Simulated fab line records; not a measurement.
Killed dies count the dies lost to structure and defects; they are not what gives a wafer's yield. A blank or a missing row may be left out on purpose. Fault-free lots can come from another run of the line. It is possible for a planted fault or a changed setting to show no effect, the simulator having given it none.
fab line records    flow n5_finfet
[record] lots = 24  wafers = 72  last_day = 18
route steps=1938 shown BEOL_M1@817 BEOL_M2@841
lots that met no fault: taken from a fault-free run of the same line
start_h: the number of hours between the record's first day and the start of the first shown wafer of the lot    wait_h: hours from the lot's prior step to this one    " unchanged from the row above    L1.1+2: several wafers, shown together as one row    - no value, or no start given    * or withheld: withheld    < > ~ a bound
route shown NAME@n: a module of which the file shows steps, and the number in the route of the first    usual: mean/standard deviation of fault-free wafers    same: alike in all rows    chamber/n: place in a boat    sites: readings site by site    _std_site: standard deviation across them    _edge_site: the outer-site mean with the inner-site mean subtracted    radius_mm: for every site, how far away it sits from the centre of the wafer    mask NAME#n: copy n    behind: the tool/chamber that last shaped the wafer    hold: why the lot went on hold/how many hours it stayed there/how the hold came to an end    device: whichever transistor did not switch (one of n, p or np)    end of line: tests run on the same wafers once the route is complete    for a step that has no rows: nothing shown but its recipe    killed: count of dies lost to structure and defects at first sort (not the wafer's yield)    map: dies across one wafer; x = killed, . = not, _ = none there
set.NAME: the setting the step ran with; set.NAME@STEP: the setting that earlier step ran with    model.NAME: the simulator's own value behind a step, which no gauge read
a sample of lots followed through the steps of the route, with each step as a table and each wafer as a row
services: when a tool's chamber went out of use (start_h, in hours from the record's first day, below 0 if earlier), for how many hours, and the reason
[[steps]]
[step N5_BEOL_M1_ANNEAL_80]
[recipe] temp_c = 400  time_s = 240  ambient = vacuum
[usual] heater_power_w = 819/99
lot.wafer  tool            chamber  start_h  wait_h  heater_power_w
L074.2     pvd_sputter-03  -        134.42   0.0     733
L074.3     "               -        "        "       756
L074.5     "               -        "        "       720
L075.1     pvd_sputter-03  -        138.08   0.0     737
L075.5     "               -        "        "       714
L075.6     "               -        "        "       795
L076.1     pvd_sputter-02  -        138.31   0.0     1053
L076.3     "               -        "        "       757
L076.5     "               -        "        "       1057
L077.2     pvd_sputter-01  -        140.11   0.0     717
L077.5     "               -        "        "       869
L077.6     "               -        "        "       872
L078.3     pvd_sputter-01  -        153.02   0.0     924
L078.5     "               -        "        "       716
L078.6     "               -        "        "       863
L079.2     pvd_sputter-03  -        153.37   0.0     778
L079.5     "               -        "        "       752
L079.6     "               -        "        "       719
L081.1     pvd_sputter-02  -        176.82   0.0     863
L081.4     "               -        "        "       801
L081.6     "               -        "        "       1058
L080.2     pvd_sputter-01  -        176.92   0.0     902
L080.3     "               -        "        "       727
L080.6     "               -        "        "       702
L082.1     pvd_sputter-02  -        178.70   0.0     1068
L082.2     "               -        "        "       857
L082.5     "               -        "        "       830
L083.2     pvd_sputter-01  -        188.22   0.0     709
L083.5     "               -        "        "       861
L083.6     "               -        "        "       890
L084.1     pvd_sputter-01  -        192.51   0.0     859
L084.5     "               -        "        "       720
L084.6     "               -        "        "       851
L085.2     pvd_sputter-01  -        197.96   0.0     727
L085.3     "               -        "        "       887
L085.5     "               -        "        "       903
L086.1     pvd_sputter-02  -        210.56   0.0     828
L086.5     "               -        "        "       827
L086.6     "               -        "        "       1045
L087.2     pvd_sputter-03  -        215.82   0.0     759
L087.3     "               -        "        "       700
L087.5     "               -        "        "       800
L089.1     pvd_sputter-02  -        221.20   0.0     743
L089.2     "               -        "        "       840
L089.5     "               -        "        "       810
L088.1     pvd_sputter-03  -        221.33   0.0     779
L088.3     "               -        "        "       817
L088.5     "               -        "        "       762
L090.1     pvd_sputter-02  -        237.18   0.0     747
L090.3     "               -        "        "       881
L090.4     "               -        "        "       825
L091.1     pvd_sputter-01  -        240.54   0.0     890
L091.2     "               -        "        "       727
L091.5     "               -        "        "       711
L092.1     pvd_sputter-02  -        242.32   0.0     1051
L092.2     "               -        "        "       832
L092.3     "               -        "        "       762
L095.2     pvd_sputter-02  -        252.55   0.0     754
L095.3     "               -        "        "       873
L095.4     "               -        "        "       1034
L093.1     pvd_sputter-01  -        254.78   0.0     903
L093.4     "               -        "        "       723
L093.5     "               -        "        "       900
L094.2     pvd_sputter-03  -        258.45   0.0     715
L094.4     "               -        "        "       687
L094.5     "               -        "        "       774
L096.2     pvd_sputter-02  -        270.27   0.0     1076
L096.3     "               -        "        "       893
L096.6     "               -        "        "       755
L097.1     pvd_sputter-01  -        273.98   0.0     855
L097.5     "               -        "        "       705
L097.6     "               -        "        "       878
[step N5_BEOL_M1_SPUTTER_86]
[recipe] material = Cu  target_thk_a = 45  temp_c = -20  chamber_pressure_pa = 0.07  power_w = withheld  time_s = 8.29
[usual] throttle_valve_pct = 30.1/1
lot.wafer  tool            chamber  start_h  wait_h  throttle_valve_pct
L074.2     pvd_sputter-03  -        134.78   0.1     29.3
L074.3     "               -        "        "       29.2
L074.5     "               -        "        "       29.6
L075.1     pvd_sputter-03  -        138.44   0.1     29.1
L075.5     "               -        "        "       32.0
L075.6     "               -        "        "       30.2
L076.1     pvd_sputter-02  -        138.67   0.1     28.9
L076.3     "               -        "        "       29.2
L076.5     "               -        "        "       29.4
L077.2     pvd_sputter-01  -        140.47   0.1     30.5
L077.5     "               -        "        "       31.6
L077.6     "               -        "        "       31.0
L078.3     pvd_sputter-01  -        153.38   0.1     31.0
L078.5     "               -        "        "       30.8
L078.6     "               -        "        "       31.7
L079.2     pvd_sputter-03  -        153.73   0.1     29.2
L079.5     "               -        "        "       29.6
L079.6     "               -        "        "       29.4
L081.1     pvd_sputter-02  -        177.18   0.1     29.5
L081.4     "               -        "        "       29.0
L081.6     "               -        "        "       29.2
L080.2     pvd_sputter-01  -        177.28   0.1     30.7
L080.3     "               -        "        "       30.8
L080.6     "               -        "        "       30.6
L082.1     pvd_sputter-02  -        179.06   0.1     29.2
L082.2     "               -        "        "       29.4
L082.5     "               -        "        "       28.4
L083.2     pvd_sputter-01  -        188.58   0.1     30.6
L083.5     "               -        "        "       31.6
L083.6     "               -        "        "       31.0
L084.1     pvd_sputter-01  -        192.87   0.1     31.8
L084.5     "               -        "        "       31.0
L084.6     "               -        "        "       31.5
L085.2     pvd_sputter-01  -        198.32   0.1     30.2
L085.3     "               -        "        "       31.8
L085.5     "               -        "        "       30.9
L086.1     pvd_sputter-02  -        210.92   0.1     28.7
L086.5     "               -        "        "       28.9
L086.6     "               -        "        "       29.2
L087.2     pvd_sputter-03  -        216.18   0.1     29.2
L087.3     "               -        "        "       32.0
L087.5     "               -        "        "       30.1
L089.1     pvd_sputter-02  -        221.56   0.1     29.8
L089.2     "               -        "        "       28.7
L089.5     "               -        "        "       28.9
L088.1     pvd_sputter-03  -        221.69   0.1     29.3
L088.3     "               -        "        "       30.1
L088.5     "               -        "        "       29.4
L090.1     pvd_sputter-02  -        237.54   0.1     29.3
L090.3     "               -        "        "       29.5
L090.4     "               -        "        "       28.7
L091.1     pvd_sputter-01  -        240.90   0.1     31.9
L091.2     "               -        "        "       29.9
L091.5     "               -        "        "       30.1
L092.1     pvd_sputter-02  -        242.68   0.1     29.5
L092.2     "               -        "        "       28.6
L092.3     "               -        "        "       29.3
L095.2     pvd_sputter-02  -        252.91   0.1     29.5
L095.3     "               -        "        "       29.4
L095.4     "               -        "        "       29.0
L093.1     pvd_sputter-01  -        255.14   0.1     30.9
L093.4     "               -        "        "       30.9
L093.5     "               -        "        "       30.8
L094.2     pvd_sputter-03  -        258.81   0.1     29.4
L094.4     "               -        "        "       32.2
L094.5     "               -        "        "       29.2
L096.2     pvd_sputter-02  -        270.63   0.1     29.3
L096.3     "               -        "        "       29.2
L096.6     "               -        "        "       29.5
L097.1     pvd_sputter-01  -        274.34   0.1     31.9
L097.5     "               -        "        "       30.7
L097.6     "               -        "        "       32.1
[step N5_BEOL_M1_SPUTTER_94]
[recipe] material = Cu  target_thk_a = 45  temp_c = -20  chamber_pressure_pa = 0.07  power_w = withheld  time_s = 8.29
[usual] throttle_valve_pct = 30.1/1
lot.wafer  tool            chamber  start_h  wait_h  throttle_valve_pct
L074.2     pvd_sputter-03  -        135.66   0.1     29.0
L074.3     "               -        "        "       29.3
L074.5     "               -        "        "       29.4
L075.1     pvd_sputter-03  -        139.32   0.1     29.3
L075.5     "               -        "        "       32.0
L075.6     "               -        "        "       30.0
L076.1     pvd_sputter-02  -        139.55   0.1     29.0
L076.3     "               -        "        "       29.2
L076.5     "               -        "        "       29.2
L077.2     pvd_sputter-01  -        141.35   0.1     30.6
L077.5     "               -        "        "       31.6
L077.6     "               -        "        "       30.8
L078.3     pvd_sputter-01  -        154.26   0.1     30.9
L078.5     "               -        "        "       30.7
L078.6     "               -        "        "       32.0
L079.2     pvd_sputter-03  -        154.61   0.1     29.4
L079.5     "               -        "        "       29.3
L079.6     "               -        "        "       29.3
L081.1     pvd_sputter-02  -        178.06   0.1     29.6
L081.4     "               -        "        "       28.9
L081.6     "               -        "        "       29.1
L080.2     pvd_sputter-01  -        178.16   0.1     30.9
L080.3     "               -        "        "       30.8
L080.6     "               -        "        "       30.9
L082.1     pvd_sputter-02  -        179.94   0.1     29.0
L082.2     "               -        "        "       29.5
L082.5     "               -        "        "       28.5
L083.2     pvd_sputter-01  -        189.46   0.1     30.8
L083.5     "               -        "        "       31.5
L083.6     "               -        "        "       30.7
L084.1     pvd_sputter-01  -        193.75   0.1     31.4
L084.5     "               -        "        "       30.9
L084.6     "               -        "        "       31.7
L085.2     pvd_sputter-01  -        199.20   0.1     29.9
L085.3     "               -        "        "       31.6
L085.5     "               -        "        "       30.5
L086.1     pvd_sputter-02  -        211.80   0.1     28.7
L086.5     "               -        "        "       28.6
L086.6     "               -        "        "       29.2
L087.2     pvd_sputter-03  -        219.41   0.1     29.4
L087.3     "               -        "        "       32.1
L087.5     "               -        "        "       29.7
L089.1     pvd_sputter-02  -        222.44   0.1     29.4
L089.2     "               -        "        "       29.0
L089.5     "               -        "        "       28.8
L088.1     pvd_sputter-03  -        222.57   0.1     29.5
L088.3     "               -        "        "       30.1
L088.5     "               -        "        "       29.3
L090.1     pvd_sputter-02  -        238.42   0.1     29.2
L090.3     "               -        "        "       29.6
L090.4     "               -        "        "       28.6
L091.1     pvd_sputter-01  -        241.78   0.1     31.6
L091.2     "               -        "        "       29.7
L091.5     "               -        "        "       30.0
L092.1     pvd_sputter-02  -        243.56   0.1     28.9
L092.2     "               -        "        "       28.8
L092.3     "               -        "        "       29.6
L095.2     pvd_sputter-02  -        253.79   0.1     29.3
L095.3     "               -        "        "       29.7
L095.4     "               -        "        "       29.3
L094.2     pvd_sputter-03  -        259.69   0.1     29.3
L094.4     "               -        "        "       32.0
L094.5     "               -        "        "       29.3
L093.1     pvd_sputter-01  -        266.16   0.1     30.7
L093.4     "               -        "        "       30.9
L093.5     "               -        "        "       30.6
L096.2     pvd_sputter-02  -        271.51   0.1     29.0
L096.3     "               -        "        "       29.6
L096.6     "               -        "        "       29.3
L097.1     pvd_sputter-01  -        275.22   0.1     31.5
L097.5     "               -        "        "       31.0
L097.6     "               -        "        "       31.6
[step N5_BEOL_M2_ILD_DEP_00]
[recipe] material = SiOC  target_thk_a = 790  temp_c = 350  precursor = DEMS/O2  pressure_torr = 5  rf_w = 500  time_s = 15.3
[usual] heater_power_w = 494/43  showerhead_plenum_p_Torr = 5.696/0.016  throttle_valve_pct = 12.3/0.99
lot.wafer  tool      chamber  start_h  wait_h  heater_power_w  showerhead_plenum_p_Torr  throttle_valve_pct
L074.2     pecvd-02  1        137.13   0.0     552             5.711                     12.0
L074.3     "         2        "        "       513             5.714                     11.9
L074.5     "         1        "        "       559             5.701                     12.0
L075.1     pecvd-04  0        140.69   0.0     447             5.696                     14.4
L075.5     "         0        "        "       459             5.685                     14.8
L075.6     "         1        "        "       418             5.671                     12.1
L076.1     pecvd-04  2        141.00   0.0     526             5.654                     10.9
L076.3     "         1        "        "       428             5.697                     12.3
L076.5     "         2        "        "       507             5.663                     11.1
L077.2     pecvd-03  1        142.68   0.0     396             5.718                     12.8
L077.5     "         1        "        "       402             5.708                     12.5
L077.6     "         2        "        "       582             5.683                     11.2
L078.3     pecvd-02  1        155.60   0.0     525             5.704                     12.0
L078.5     "         2        "        "       453             5.703                     12.2
L078.6     "         1        "        "       530             5.697                     11.8
L079.2     pecvd-02  0        155.94   0.0     529             5.674                     13.2
L079.5     "         0        "        "       563             5.678                     13.0
L079.6     "         1        "        "       540             5.727                     12.1
L081.1     pecvd-04  1        179.42   0.0     500             5.679                     12.2
L081.4     "         1        "        "       511             5.699                     12.0
L081.6     "         2        "        "       472             5.667                     11.1
L080.2     pecvd-02  0        179.50   0.0     495             5.668                     12.8
L080.3     "         2        "        "       486             5.705                     11.9
L080.6     "         2        "        "       492             5.707                     12.1
L082.1     pecvd-03  0        181.27   0.0     502             5.700                     11.7
L082.2     "         1        "        "       439             5.716                     12.9
L082.5     "         0        "        "       509             5.706                     11.6
L083.2     pecvd-04  2        190.89   0.0     533             5.674                     10.9
L083.5     "         2        "        "       538             5.684                     11.2
L083.6     "         1        "        "       506             5.700                     12.2
L084.1     pecvd-03  2        195.13   0.0     542             5.691                     11.6
L084.5     "         1        "        "       447             5.707                     12.5
L084.6     "         2        "        "       547             5.679                     11.5
L085.2     pecvd-02  1        200.53   0.0     536             5.707                     12.0
L085.3     "         0        "        "       516             5.679                     13.1
L085.5     "         0        "        "       516             5.676                     13.2
L086.1     pecvd-03  1        213.16   0.0     436             5.717                     12.7
L086.5     "         1        "        "       432             5.727                     12.6
L086.6     "         2        "        "       558             5.694                     11.6
L087.2     pecvd-04  1        220.82   0.0     480             5.686                     12.3
L087.3     "         2        "        "       505             5.675                     10.9
L087.5     "         1        "        "       478             5.697                     12.2
L089.1     pecvd-04  0        223.80   0.0     519             5.701                     14.6
L089.2     "         2        "        "       531             5.683                     11.3
L089.5     "         2        "        "       526             5.668                     11.2
L088.1     pecvd-03  1        223.98   0.0     413             5.720                     12.8
L088.3     "         0        "        "       447             5.711                     11.6
L088.5     "         0        "        "       443             5.712                     11.6
L090.1     pecvd-02  1        239.77   0.0     491             5.707                     11.9
L090.3     "         0        "        "       472             5.693                     12.9
L090.4     "         1        "        "       507             5.711                     11.8
L091.1     pecvd-04  0        243.34   0.0     526             5.676                     14.9
L091.2     "         1        "        "       445             5.696                     12.1
L091.5     "         0        "        "       518             5.683                     14.6
L092.1     pecvd-02  2        244.89   0.0     482             5.702                     12.2
L092.2     "         1        "        "       578             5.700                     12.0
L092.3     "         0        "        "       507             5.699                     13.1
L095.2     pecvd-04  0        255.12   0.0     494             5.685                     14.7
L095.3     "         2        "        "       479             5.666                     11.2
L095.4     "         2        "        "       488             5.678                     11.2
L094.2     pecvd-03  1        261.02   0.0     420             5.728                     12.9
L094.4     "         1        "        "       415             5.710                     12.8
L094.5     "         0        "        "       514             5.700                     11.8
L093.1     pecvd-03  0        267.49   0.0     489             5.721                     11.4
L093.4     "         2        "        "       551             5.686                     11.7
L093.5     "         1        "        "       420             5.722                     12.7
L096.2     pecvd-03  2        272.87   0.0     490             5.700                     11.9
L096.3     "         2        "        "       512             5.697                     11.9
L096.6     "         1        "        "       447             5.714                     12.7
L097.1     pecvd-02  1        276.74   0.0     529             5.713                     11.7
L097.5     "         1        "        "       546             5.701                     12.1
L097.6     "         0        "        "       458             5.684                     13.3
[step N5_BEOL_M2_DESCUM_16]
[recipe] chemistry = O2  time_s = 7  source_power_w = 50  bias_power_w = 20  pressure_mtorr = 20  rf_frequency_hz = 2.712e+07  temp_c = 40  resist = CAR-EUV  o2_flow_sccm = 225
[usual] drypump_motor_current_A = 5.6/0.52  o2_flow_sccm = 225.1/0.67  oes_product_au = 0.84/0.094  rf_vpp_V = 243.1/1.4  showerhead_plenum_p_Torr = 2.09/0.073  throttle_valve_pct = 20.33/0.21
lot.wafer  tool         chamber  start_h  wait_h  drypump_motor_current_A  o2_flow_sccm  oes_product_au  rf_hours_counter_h  rf_vpp_V  showerhead_plenum_p_Torr  throttle_valve_pct
L074.2     rie_diel-06  1        138.34   0.0     4.9                      224.4         0.82            108                 244.5     2.11                      20.19
L074.3     "            3        "        "       5.2                      225.4         0.98            1                   242.7     2.07                      20.03
L074.5     "            1        "        "       4.9                      224.3         0.82            -                   244.1     2.11                      20.19
L075.1     rie_diel-01  0        144.25   0.1     6.0                      224.4         0.79            109                 242.8     2.09                      20.26
L075.5     "            0        "        "       6.0                      223.7         0.78            -                   242.4     2.09                      20.24
L075.6     "            2        "        "       5.1                      224.9         0.69            -                   242.5     2.06                      20.42
L076.1     rie_diel-01  2        144.56   0.0     5.1                      224.7         0.68            243                 242.0     2.06                      20.42
L076.3     "            3        "        "       6.1                      225.5         0.96            2                   243.2     2.08                      20.51
L076.5     "            3        "        "       6.1                      224.6         0.97            -                   242.0     2.08                      20.50
L077.2     rie_diel-01  3        144.91   0.0     6.1                      223.9         0.98            2                   241.5     2.08                      20.50
L077.5     "            2        "        "       5.1                      226.5         0.68            -                   242.3     2.06                      20.43
L077.6     "            0        "        "       6.0                      225.8         0.79            -                   243.1     2.09                      20.23
L078.3     rie_diel-06  1        157.06   0.0     4.9                      225.9         0.81            117                 244.4     2.11                      20.20
L078.5     "            3        "        "       5.3                      225.3         0.95            -                   242.3     2.06                      20.06
L078.6     "            1        "        "       4.9                      225.3         0.82            -                   243.1     2.11                      20.19
L079.2     rie_diel-02  1        157.33   0.2     5.4                      225.2         0.68            229                 240.2     1.97                      20.44
L079.5     "            1        "        "       5.4                      224.8         0.67            -                   242.4     1.97                      20.44
L079.6     "            0        "        "       5.6                      225.6         0.73            -                   240.5     2.00                      20.52
L081.1     rie_diel-02  1        181.11   0.0     5.3                      224.9         0.67            238                 241.0     1.97                      20.46
L081.4     "            0        "        "       5.6                      225.5         0.72            187                 241.4     2.00                      20.51
L081.6     "            2        "        "       5.4                      225.6         0.96            -                   245.2     2.24                      20.31
L080.2     rie_diel-06  0        181.36   0.2     5.5                      224.7         0.98            5                   245.9     2.24                      20.30
L080.3     "            2        "        "       5.5                      225.8         0.85            61                  244.9     2.12                      20.69
L080.6     "            3        "        "       5.3                      225.2         0.92            -                   243.3     2.06                      20.07
L082.1     rie_diel-06  3        182.03   0.0     5.3                      224.6         0.92            17                  242.6     2.06                      20.07
L082.2     "            1        "        "       4.9                      225.4         0.80            124                 245.3     2.10                      20.21
L082.5     "            0        "        "       5.5                      225.1         0.98            -                   245.8     2.24                      20.32
L083.2     rie_diel-06  3        192.38   0.0     5.3                      224.9         0.92            21                  242.5     2.06                      20.08
L083.5     "            3        "        "       5.3                      224.5         0.92            -                   242.8     2.06                      20.07
L083.6     "            0        "        "       5.5                      226.1         0.96            -                   245.3     2.24                      20.30
L084.1     rie_diel-06  2        197.03   0.0     5.5                      224.8         0.85            66                  243.7     2.12                      20.69
L084.5     "            2        "        "       5.5                      225.3         0.84            -                   244.8     2.12                      20.69
L084.6     "            1        "        "       4.9                      226.0         0.80            -                   243.6     2.10                      20.21
L085.2     rie_diel-01  3        201.42   0.0     6.1                      225.6         0.90            24                  243.0     2.07                      20.54
L085.3     "            2        "        "       5.1                      224.9         0.96            7                   243.0     2.06                      19.92
L085.5     "            0        "        "       6.0                      224.5         0.77            -                   242.4     2.08                      20.27
L086.1     rie_diel-06  3        214.37   0.0     5.3                      224.2         0.90            28                  242.9     2.06                      20.07
L086.5     "            3        "        "       5.3                      224.4         0.90            -                   242.8     2.06                      20.08
L086.6     "            1        "        "       4.9                      225.2         0.79            -                   243.1     2.10                      20.21
L087.2     rie_diel-01  2        223.68   0.0     5.1                      225.6         0.95            15                  242.0     2.06                      19.92
L087.3     "            0        "        "       6.0                      225.2         0.76            138                 243.3     2.08                      20.29
L087.5     "            1        "        "       6.7                      226.6         0.93            -                   243.1     2.05                      20.45
L089.1     rie_diel-06  0        224.95   0.1     5.5                      223.7         0.93            21                  244.8     2.24                      20.33
L089.2     "            3        "        "       5.2                      224.4         0.89            32                  241.5     2.05                      20.09
L089.5     "            0        "        "       5.5                      225.6         0.93            -                   245.5     2.24                      20.33
L088.1     rie_diel-01  3        225.04   0.0     6.1                      224.9         0.88            32                  243.0     2.07                      20.55
L088.3     "            1        "        "       6.7                      224.6         0.91            22                  241.9     2.05                      20.47
L088.5     "            0        "        "       6.0                      224.9         0.76            -                   242.8     2.08                      20.30
L090.1     rie_diel-06  2        240.54   0.1     5.5                      225.3         0.83            77                  244.6     2.12                      20.71
L090.3     "            3        "        "       5.3                      226.2         0.88            37                  243.2     2.05                      20.09
L090.4     "            1        "        "       4.9                      224.9         0.78            142                 244.6     2.10                      20.24
L091.1     rie_diel-01  3        244.62   0.0     6.1                      224.8         0.88            37                  243.1     2.06                      20.56
L091.2     "            1        "        "       6.8                      225.8         0.92            28                  242.0     2.04                      20.47
L091.5     "            2        "        "       5.1                      225.6         0.94            -                   243.8     2.05                      19.95
L092.1     rie_diel-02  2        247.58   0.0     5.4                      224.9         0.90            33                  246.2     2.23                      20.39
L092.2     "            0        "        "       5.6                      225.6         0.70            212                 241.6     1.99                      20.57
L092.3     "            3        "        "       6.5                      225.4         0.67            235                 241.1     1.95                      20.08
L095.2     rie_diel-02  1        257.72   0.7     5.4                      224.6         0.97            3                   245.8     2.23                      20.12
L095.3     "            2        "        "       5.4                      224.6         0.89            37                  244.3     2.23                      20.37
L095.4     "            3        "        "       6.5                      225.2         0.66            239                 242.0     1.95                      20.08
L094.2     rie_diel-06  3        261.86   0.1     5.3                      224.9         0.87            45                  242.5     2.05                      20.10
L094.4     "            2        "        "       5.5                      225.5         0.81            84                  241.1     2.11                      20.72
L094.5     "            0        "        "       5.5                      224.1         0.90            -                   246.2     2.23                      20.35
L093.1     rie_diel-01  3        269.48   0.5     6.1                      225.1         0.86            45                  242.7     2.06                      20.57
L093.4     "            0        "        "       6.0                      224.6         0.74            153                 242.4     2.07                      20.31
L093.5     "            0        "        "       6.0                      225.1         0.74            -                   242.8     2.07                      20.33
L096.2     rie_diel-01  0        274.02   0.0     6.0                      225.7         0.75            154                 244.4     2.07                      20.32
L096.3     "            3        "        "       6.1                      225.1         0.87            46                  243.1     2.06                      20.60
L096.6     "            1        "        "       6.7                      225.4         0.87            -                   242.6     2.04                      20.50
L097.1     rie_diel-01  1        278.44   0.0     6.7                      224.7         0.88            41                  242.5     2.04                      20.49
L097.5     "            2        "        "       5.1                      226.1         0.90            -                   242.9     2.05                      19.95
L097.6     "            3        "        "       6.1                      225.0         0.87            -                   240.6     2.06                      20.57
[step N5_BEOL_M2_CD_MEAS_28]
[recipe] target_cd_nm = 26.2  landing_energy_ev = 500  detector = se_inlens  target_cd_y_nm = 24.1  polarity = opening
[usual] cd_nm = 26.19/0.24
lot.wafer  tool       chamber  start_h  wait_h  cd_nm
L074.2     cd_sem-02  0        139.19   -       26.57
L074.3     "          0        "        "       26.30
L074.5     "          0        "        "       25.94
L075.1     cd_sem-03  0        145.03   -       26.08
L075.5     "          0        "        "       26.28
L075.6     "          0        "        "       26.39
L076.1     cd_sem-03  0        145.45   -       26.29
L076.3     "          0        "        "       25.84
L076.5     "          0        "        "       26.02
L077.2     cd_sem-03  0        145.66   -       26.04
L077.5     "          0        "        "       25.95
L077.6     "          0        "        "       26.36
L078.3     cd_sem-01  0        157.83   -       25.74
L078.5     "          0        "        "       26.15
L078.6     "          0        "        "       25.90
L079.2     cd_sem-03  0        158.34   -       25.65
L079.5     "          0        "        "       26.04
L079.6     "          0        "        "       25.89
L081.1     cd_sem-02  0        181.86   -       26.79
L081.4     "          0        "        "       26.41
L081.6     "          0        "        "       26.00
L080.2     cd_sem-03  0        182.12   -       26.02
L080.3     "          0        "        "       26.13
L080.6     "          0        "        "       25.94
L082.1     cd_sem-01  0        182.91   -       26.03
L082.2     "          0        "        "       26.35
L082.5     "          0        "        "       26.53
L083.2     cd_sem-03  0        193.23   -       25.88
L083.5     "          0        "        "       25.89
L083.6     "          0        "        "       26.53
L084.1     cd_sem-01  0        197.88   -       26.18
L084.5     "          0        "        "       26.38
L084.6     "          0        "        "       26.11
L085.2     cd_sem-01  0        202.39   -       26.50
L085.3     "          0        "        "       26.24
L085.5     "          0        "        "       26.09
L086.1     cd_sem-03  0        215.24   -       26.22
L086.5     "          0        "        "       26.40
L086.6     "          0        "        "       26.57
L087.2     cd_sem-02  0        224.43   -       26.08
L087.3     "          0        "        "       26.31
L087.5     "          0        "        "       26.42
L089.1     cd_sem-03  0        225.91   -       26.17
L089.2     "          0        "        "       26.24
L089.5     "          0        "        "       26.05
L088.1     cd_sem-03  0        226.10   -       26.48
L088.3     "          0        "        "       26.29
L088.5     "          0        "        "       26.22
L090.1     cd_sem-02  0        241.55   -       26.16
L090.3     "          0        "        "       26.27
L090.4     "          0        "        "       26.62
L091.1     cd_sem-02  0        245.38   -       26.51
L091.2     "          0        "        "       25.84
L091.5     "          0        "        "       26.07
L092.1     cd_sem-01  0        248.36   -       26.03
L092.2     "          0        "        "       26.62
L092.3     "          0        "        "       26.86
L095.2     cd_sem-03  0        258.57   -       25.95
L095.3     "          0        "        "       25.90
L095.4     "          0        "        "       26.18
L094.2     cd_sem-02  0        262.74   -       26.48
L094.4     "          0        "        "       26.51
L094.5     "          0        "        "       26.54
L093.1     cd_sem-02  0        270.23   -       26.14
L093.4     "          0        "        "       25.86
L093.5     "          0        "        "       26.24
L096.2     cd_sem-03  0        274.90   -       26.28
L096.3     "          0        "        "       26.29
L096.6     "          0        "        "       26.21
L097.1     cd_sem-01  0        279.28   -       26.15
L097.5     "          0        "        "       26.19
L097.6     "          0        "        "       25.88
[[services]]
tool            chamber  start_h  hours  kind
rie_diel-06     3        116.09   -      clean
rie_diel-06     3        116.09   -      consumable_replace:focus_ring
rie_diel-06     3        116.09   18.1   scheduled_down
rie_diel-06     3        116.09   18.1   vent_cycle
pecvd-04        -        116.67   4.2    repair
rie_diel-01     3        118.77   -      clean
rie_diel-01     3        118.77   -      consumable_replace:focus_ring
rie_diel-01     3        118.77   22.9   scheduled_down
rie_diel-01     3        118.77   22.9   vent_cycle
rie_diel-02     3        126.12   3.5    repair
rie_diel-01     1        141.67   -      clean
rie_diel-02     3        143.67   19.0   repair
pvd_sputter-02  -        157.68   14.3   repair
pecvd-04        0        185.10   15.7   repair
pecvd-02        -        193.63   1.1    repair
pecvd-03        -        200.41   0.4    repair
pvd_sputter-02  -        207.32   1.6    repair
rie_diel-02     1        209.60   1.2    repair
rie_diel-06     2        212.80   6.6    repair
pecvd-03        0        214.70   6.0    repair
pecvd-02        2        227.03   2.5    repair
pecvd-04        -        229.60   7.4    repair
rie_diel-01     0        231.78   6.0    repair
rie_diel-02     0        262.90   4.5    repair
[[key]]
fault none
